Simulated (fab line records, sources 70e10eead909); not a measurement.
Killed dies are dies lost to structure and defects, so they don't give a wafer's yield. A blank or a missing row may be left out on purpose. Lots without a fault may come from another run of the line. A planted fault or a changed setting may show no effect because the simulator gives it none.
Which tool did it? | flow nand_harc | 12 lots, 36 wafers sampled, at 3 steps of a route of 1302

WHAT THE GAUGES READ, wafer by wafer
NHARC_A_ONON_D2_THK_MEAS_24: measures by ellipsometry.
lot  | measured     | on            | thk_nm (nm)
L075 | day 12 19:39 | film_metro-01 | 1011 1011 1012
L077 | day 14 09:05 | film_metro-02 | 991 990 994
L079 | day 15 03:20 | film_metro-01 | 1010 1009 1009
L082 | day 16 05:52 | film_metro-01 | 986 989 988
L083 | day 16 15:33 | film_metro-01 | 996 995 995
L084 | day 17 11:23 | film_metro-02 | 1004 1002 1002
L087 | day 18 01:41 | film_metro-02 | 977 979 978
L088 | day 18 21:56 | film_metro-01 | 1003 1003 1002
L091 | day 19 19:56 | film_metro-02 | 995 996 996
L093 | day 20 16:38 | film_metro-01 | 1001 1002 1000
L095 | day 21 22:59 | film_metro-02 | 1001 1002 1001
L097 | day 22 08:00 | film_metro-01 | 1008 1008 1008

WHICH TOOL RAN EACH LOT (tool, then ch and the chambers of the sampled wafers, then the start)
lot  | NHARC_A_CHANNEL_FILL_D1_ETCHBACK_20 | NHARC_A_CHANNEL_FILL_D1_STRIP_28
L075 | rie_diel-06 ch 1,2,3, day 10 02:56  | rie_diel-06 ch 0,2,3, day 10 03:01
L077 | rie_diel-08 ch 0,1, day 11 04:05    | rie_diel-08 ch 1,2, day 11 04:10
L079 | rie_diel-08 ch 0,1, day 11 16:11    | rie_diel-08 ch 1,2, day 11 16:17
L082 | rie_diel-08 ch 1,3, day 13 07:24    | rie_diel-08 ch 1,2, day 13 07:29
L083 | rie_diel-01 ch 0,1,2, day 13 14:25  | rie_diel-01 ch 0,1,3, day 13 14:29
L084 | rie_diel-06 ch 0,1,2, day 14 14:55  | rie_diel-06 ch 0,2,3, day 14 14:59
L087 | rie_diel-06 ch 1,2, day 15 08:55    | rie_diel-06 ch 0,1,2, day 15 09:01
L088 | rie_diel-08 ch 0,1,3, day 15 18:37  | rie_diel-08 ch 0,1,3, day 15 18:42
L091 | rie_diel-06 ch 0,3, day 16 16:09    | rie_diel-06 ch 0,1, day 16 16:14
L093 | rie_diel-01 ch 0,1,3, day 17 12:34  | rie_diel-01 ch 0,2,3, day 17 12:39
L095 | rie_diel-08 ch 0,1, day 19 00:31    | rie_diel-08 ch 0,2,3, day 19 00:36
L097 | rie_diel-06 ch 2,3, day 19 08:43    | rie_diel-06 ch 0,3, day 19 08:49
- NHARC_A_CHANNEL_FILL_D1_ETCHBACK_20: etches the open film in C4F8/O2/Ar, target depth 27 nm, time 13.5 s.
- NHARC_A_CHANNEL_FILL_D1_STRIP_28: strips in O2, time 20 s.

THE ANSWER, worked out from the rows above alone
Rule: what is usual is taken from the lots themselves. Put in order of their means at a reading, lots are off if they are a third of the lots or fewer, leave a main group of 4 or more, and stand apart from it by a gap of 3 or more times the standard deviation of the main group's means; of several such gaps the widest counts. A main group whose means are all the same, to the digits that the tables above print for the reading, isn't used. A lot without any number at a reading at which 4 lots or more have one is off too. The other lots that the step has rows for count as sound.
No lot is off at any reading shown: from this, nothing can be told.

WHAT THE SIMULATOR HAD PUT IN
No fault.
